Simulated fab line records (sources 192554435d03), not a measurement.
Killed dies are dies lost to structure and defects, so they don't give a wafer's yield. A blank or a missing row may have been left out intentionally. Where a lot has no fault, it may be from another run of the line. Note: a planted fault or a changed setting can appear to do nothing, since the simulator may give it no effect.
A single fault, viewed from 2 desks | flow n5Finfet | only its own numbers are on each desk; what lay behind them is given at the end

== FROM THE METROLOGY DESK ==
Means of the sampled wafers that have a number, per lot and without regard to the tool the lot ran on: this is what the gauges read. Any lot whose mean is over 4 standard deviations away from the usual mean is out of limits and marked OUT; that distance is given in the brackets.
Columns: A = M13_THK at N5_BEOL_M13_THK_MEAS_50, usual 415 nm; B = cdNm at N5_BEOL_M14_CD_MEAS_17, usual 249.4 nm
lot  | first seen here | A   | B
L991 | day 11 06:36    | 429 | 250.0
L990 | day 11 19:14    | 419 | 250.8
L993 | day 12 04:46    | 412 | 248.3
L996 | day 13 04:26    | 423 | 247.9
L997 | day 13 07:29    | 429 | 247.8
L101 | day 14 06:33    | 415 | 250.5
L108 | day 16 04:59    | 404 | 250.9
L110 | day 16 11:33    | 409 | 248.6
L109 | day 16 16:39    | 402 | 250.6
L112 | day 17 07:08    | 435 | 251.4
L111 | day 17 11:19    | 416 | 252.1
This desk's finding: nothing out of limits on any of the 11 lots.

== DESK OF THE TOOL OWNER: rieDiel-03 ==
The tool's own readings at N5_BEOL_M14_ETCH_59 (etches BARC in N2/H2, target depth 89 nm, overetch 26.7 nm, time 67.9 s): means of the sampled wafers that have a number, for each lot that ran on this tool. Any lot whose mean is over 4 standard deviations away from the usual mean is out of limits and marked OUT; that distance is given in the brackets.
Columns: A = drypumpMotorCurrentA at N5_BEOL_M14_ETCH_59, usual 5.7 A; B = oesProductAu at N5_BEOL_M14_ETCH_59, usual 0.69 a.u.; C = rfVppV at N5_BEOL_M14_ETCH_59, usual 524.7 V; D = runLengthS at N5_BEOL_M14_ETCH_59, usual 91.2 s; E = showerheadPlenumPTorr at N5_BEOL_M14_ETCH_59, usual 2.57 Torr; F = throttleValvePct at N5_BEOL_M14_ETCH_59, usual 17.80 %
lot  | first seen here | A   | B    | C     | D              | E    | F
L991 | day 11 07:54    | 5.7 | 0.71 | 525.9 | 91.4           | 2.60 | 17.72
L996 | day 13 05:23    | 5.8 | 0.68 | 521.8 | 91.0           | 2.49 | 17.57
L997 | day 13 08:25    | 5.8 | 0.65 | 523.1 | 91.7           | 2.52 | 17.75
L101 | day 14 07:23    | 5.5 | 0.72 | 525.9 | 84.6 (-15) OUT | 2.57 | 17.79
L112 | day 17 08:06    | 5.9 | 0.69 | 524.4 | 91.6           | 2.57 | 17.68
This desk's verdict: out of limits on L101, starting with L101 at day 14 07:23 (runLengthS at N5_BEOL_M14_ETCH_59). In limits: L991, L996, L997, L112.

== BROUGHT TOGETHER ==
The tool owner's desk could have raised an alarm at day 14 07:23, on L101.
Metrology desk: nothing out of limits seen.
The metrology desk holds a record of L101, inside its limits.
Every lot named ran N5_BEOL_M14_ETCH_59 on rieDiel-03.

== WHAT THE SIMULATOR HAD PUT IN ==
rieDiel-03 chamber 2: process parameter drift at N5_BEOL_M14_ETCH_59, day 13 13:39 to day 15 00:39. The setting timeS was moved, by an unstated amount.
Shown lots that were struck: L101.
How many hours passed from the start of the fault until each desk's first out-of-limits reading: the tool owner's desk, 18.
